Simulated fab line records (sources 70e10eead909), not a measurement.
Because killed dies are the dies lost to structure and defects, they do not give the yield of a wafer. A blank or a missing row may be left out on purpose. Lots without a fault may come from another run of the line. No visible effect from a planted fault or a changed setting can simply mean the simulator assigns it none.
Chamber matching / flow nand_harc / pecvd-02 running NHARC_A_CONTACT_DEP_29: 3 sister chambers
The step deposits SiON, target thk 100 nm. 6 wafers are shown with their chamber, then 8 later ones without.

EACH WAFER AND ITS CHAMBER
wafer=L076.3; chamber=0; heater_power_w (W)=757
wafer=L087.1; chamber=0; heater_power_w (W)=843
wafer=L092.2; chamber=1; heater_power_w (W)=945
wafer=L092.3; chamber=2; heater_power_w (W)=791
wafer=L092.5; chamber=1; heater_power_w (W)=952
wafer=L093.1; chamber=2; heater_power_w (W)=886

WAFERS WITH NO CHAMBER GIVEN
wafer=L093.4; heater_power_w (W)=911
wafer=L093.5; heater_power_w (W)=894
wafer=L094.1; heater_power_w (W)=934
wafer=L094.3; heater_power_w (W)=924
wafer=L094.5; heater_power_w (W)=930
wafer=L096.1; heater_power_w (W)=892
wafer=L096.4; heater_power_w (W)=822
wafer=L096.5; heater_power_w (W)=905

EACH ONE'S CHAMBER
wafer=L093.4; from the rows above=can't be placed: 1 or 2 or 0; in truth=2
wafer=L093.5; from the rows above=can't be placed: 1 or 2 or 0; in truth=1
wafer=L094.1; from the rows above=can't be placed: 1 or 2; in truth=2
wafer=L094.3; from the rows above=can't be placed: 1 or 2 or 0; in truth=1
wafer=L094.5; from the rows above=can't be placed: 1 or 2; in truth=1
wafer=L096.1; from the rows above=can't be placed: 2 or 1 or 0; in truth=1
wafer=L096.4; from the rows above=can't be placed: 2 or 0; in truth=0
wafer=L096.5; from the rows above=can't be placed: 1 or 2 or 0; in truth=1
Placed correctly: 0 of 8. From these rows, 8 cannot be placed; in 8 the true chamber is one of the candidates. 0 placed wrongly.
How it was worked out, from the rows above alone: a wafer's distance from a chamber is the root of the sum, over the readings, of the square of ((its reading less the chamber's mean) divided by the reading's scatter). If the next closest chamber is less than 2 further off than the closest, the wafer can't be placed; otherwise it belongs to the closest. Each chamber's mean is taken over the wafers shown for it. The scatter: take each reading less its chamber's mean, square it, sum over the shown wafers, divide by the number of wafers less the number of chambers, and take the root.
